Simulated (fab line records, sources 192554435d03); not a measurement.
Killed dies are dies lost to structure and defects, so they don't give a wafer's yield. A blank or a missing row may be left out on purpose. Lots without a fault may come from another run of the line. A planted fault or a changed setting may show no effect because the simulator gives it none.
Chamber matching | flow n5_finfet | N5_BEOL_M7_ALD_77 on ald_metal-04: 4 sister chambers
The step deposits TaN, target thk 2 nm, pulse time 2 s, purge time 3 s. 14 wafers are shown with their chamber, then 7 later ones without.

WAFERS WITH THEIR CHAMBER
wafer  | chamber | heater_power_w (W)
L076.2 | 0       | 378
L076.3 | 2       | 373
L076.5 | 2       | 366
L081.1 | 1       | 372
L081.3 | 0       | 379
L081.6 | 3       | 347
L082.2 | 3       | 338
L082.3 | 1       | 375
L082.5 | 3       | 351
L084.1 | 1       | 370
L084.2 | 0       | 374
L084.4 | 3       | 343
L087.1 | 2       | 367
L087.4 | 0       | 381

SIGNATURES (means of the wafers above)
reading        | chamber 0 | chamber 1 | chamber 2 | chamber 3 | scatter within a chamber
heater_power_w | 378.00    | 372.33    | 368.67    | 344.75    | 4
Rule: a wafer's distance from a chamber is the root of the sum, over the readings, of the square of ((its reading less the chamber's mean) divided by the reading's scatter). The wafer belongs to the nearest chamber; if the next one is less than 2 further off, it can't be placed. The scatter: the root of (the sum of the squares of (reading less its chamber's mean) over the shown wafers, divided by (wafers less chambers)).

WAFERS WITHOUT THEIR CHAMBER
wafer  | heater_power_w (W)
L087.5 | 364
L090.1 | 378
L090.2 | 372
L090.6 | 338
L094.1 | 341
L094.5 | 342
L094.6 | 367

WHICH CHAMBER EACH WENT THROUGH
wafer  | from the rows above          | in truth
L087.5 | can't be placed: 2 or 1      | 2
L090.1 | can't be placed: 0 or 1      | 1
L090.2 | can't be placed: 1 or 2 or 0 | 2
L090.6 | 3                            | 3
L094.1 | 3                            | 3
L094.5 | 3                            | 3
L094.6 | can't be placed: 2 or 1      | 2
Placed correctly: 3 of 7. Can't be placed from these rows: 4 (the true chamber is among the candidates in 4). Placed wrongly: 0.
